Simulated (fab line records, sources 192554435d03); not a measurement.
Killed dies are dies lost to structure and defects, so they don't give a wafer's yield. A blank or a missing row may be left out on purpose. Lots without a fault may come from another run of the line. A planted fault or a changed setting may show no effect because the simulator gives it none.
A struck lot beside a sound one | flow n5_finfet | 37 steps out of a route of 1938
Sound: wafers L957.1, L957.4, L957.5. Struck: wafers L954.3, L954.6. (L954.2 of the same lot was not struck and is left out.) The cause comes at the end.
At each step with rows: each side's tool, then ch and its chambers, then its first start. Under that, the readings that differ: sound wafers | struck wafers | difference of the means | sigmas: that difference in standard deviations of wafers without a fault.
alike: readings whose means differ by less than 2 such deviations, and words and numbers that are the same on both sides. not compared: withheld readings, readings that some wafer has no value for, bounds like >300 that may hide the same value, and numbers for which the record gives no deviation and whose values overlap.
The two part at a step that has a row with sigmas, a row that says differs or no value, or rows on one side only. Numbers that don't overlap but have no deviation are shown without sigmas and don't part them. A reading that every wafer of one side lacks parts them only if that side has two wafers or more.

first, 8 steps without rows for these wafers: N5_BEOL_M0_ECD_118 (material Cu, target thk 300 nm); N5_BEOL_M0_ANNEAL_119 (time 90 s); N5_BEOL_M0_CMP_120 (polishes, stops on SiOC, t overpolish 6.9 s); N5_BEOL_M0_PRE_CLEAN_131 (time 15 s); N5_BEOL_M0_CO_CAP_123 (material Co, precursor CCTBA/H2, target thk 2 nm, time 102.1 s); N5_BEOL_M0_PRE_CLEAN_124 (time 15 s); N5_BEOL_M0_DEP_125 (deposits SiCN from 3MS/NH3, target thk 8 nm, time 14 s); N5_BEOL_M1_ILD_DEP_00 (deposits SiOC from DEMS/O2, target thk 79 nm, time 15.3 s).
N5_BEOL_M1_PECVD_72: deposits SiO2 from TEOS/O2, target thk 16 nm, time 18 s.
  sound on pecvd-04 ch 0,1, day 10 10:14; struck on pecvd-03 ch 0, day 9 21:26
  reading                                    | sound                | struck        | difference | sigmas
  susceptor_temp_C (C)                       | 400.06 400.03 399.96 | 380.85 381.29 | -18.95     | -86
  model.SiO2_of_BEOL_M1_PECVD_72.thk_nm (nm) | 16 16 16             | 18.4 17.8     | +2.1       |
  alike: chamber_pressure_Torr, heater_power_w, showerhead_plenum_p_Torr, throttle_valve_pct
then, 25 steps without rows for these wafers: N5_BEOL_M1_HM_DEP_02 (deposits TiN, target thk 20 nm); N5_BEOL_M1_COAT_61 (time 60 s, resist thk 60 nm); N5_BEOL_M1_COAT_62 (time 60 s, resist thk 12 nm); N5_BEOL_M1_COAT_73 (time 60 s, resist thk 5 nm); N5_BEOL_M1_COAT_05 (resist thk 30 nm); N5_BEOL_M1_EBR_07; N5_BEOL_M1_SOFTBAKE_06 (time 60 s); N5_BEOL_M1_EXPOSE_08 (exposes mask M1); N5_BEOL_M1_PEB_09 (peb time 60 s); N5_BEOL_M1_DEVELOP_10 (develop time 30 s); N5_BEOL_M1_DESCUM_16 (chemistry O2, time 7 s); N5_BEOL_M1_ETCH_74 (etches underlayer in N2/H2, target depth 6.5 nm, time 5.2 s); N5_BEOL_M1_ETCH_63 (etches SiARC in CF4, target depth 15.6 nm, time 26 s); N5_BEOL_M1_ETCH_64 (etches SOC in N2/H2, target depth 75 nm, overetch 15 nm, time 112.5 s); N5_BEOL_M1_STRIP_65 (strips in N2/H2); N5_BEOL_M1_STRIP_75 (strips in N2/H2); N5_BEOL_M1_STRIP_66 (strips in CF4); N5_BEOL_M1_HM_OPEN_17 (chemistry Cl2/BCl3, target TiN, target depth 20 nm, overetch 6 nm); N5_BEOL_M1_STRIP_19 (strips in O2); N5_BEOL_M1_COAT_67 (time 60 s, resist thk 60 nm); N5_BEOL_M1_COAT_68 (time 60 s, resist thk 12 nm); N5_BEOL_M1_COAT_76 (time 60 s, resist thk 5 nm); N5_BEOL_M1_COAT_22 (resist thk 30 nm); N5_BEOL_M1_EBR_24; N5_BEOL_M1_SOFTBAKE_23 (time 60 s).
N5_BEOL_M1_HM_STRIP_39: strips TiN in peroxide tin strip, target depth 25 nm, time 158 s.
  sound on wet_bench-01 ch 0,4,7, day 10 20:31; struck on wet_bench-06 ch 0,1, day 10 00:47
  reading                                    | sound          | struck    | difference | sigmas
  model.SiO2_of_BEOL_M1_PECVD_72.thk_nm (nm) | 15.8 15.8 15.8 | 18.2 17.8 | +2.2       |
N5_BEOL_M1_CMP_52: polishes, stops on SiOC, t overpolish 6.8 s, target thk 40 nm.
  sound on cmp-04 ch 1,3, day 10 23:45; struck on cmp-04 ch 3, day 10 05:05
  reading                      | sound          | struck    | difference | sigmas
  barrier_field_endpoint_s (s) | 24.7 23.9 23.8 | 27.4 27.4 | +3.3       | +6
  alike: edge_zone_pressure_frac, head_pressure_psi, motor_current_A
N5_BEOL_M4_RC_MEAS_101:
  sound on prober-01 ch 0, day 12 09:22; struck on prober-02 ch 0, day 11 20:01
  reading        | sound          | struck    | difference | sigmas
  IOFF_P (nA/um) | 0.15 0.15 0.13 | 0.21 0.28 | +0.10      | +3
  ION_P (uA/um)  | 447 447 444    | 464 463   | +18        | +2
  VT_P (mV)      | -259 -260 -258 | -246 -245 | +14        | +4
  alike: DIBL_N, DIBL_P, IOFF_N, ION_N, SS_N, SS_P, VT_N

WHERE THEY PART
First at N5_BEOL_M1_PECVD_72; last, within this record, at N5_BEOL_M4_RC_MEAS_101.

WHY: what the simulator had put in
Process parameter drift: pecvd-03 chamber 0, from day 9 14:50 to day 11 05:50, at N5_BEOL_M1_PECVD_72. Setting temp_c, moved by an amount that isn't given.
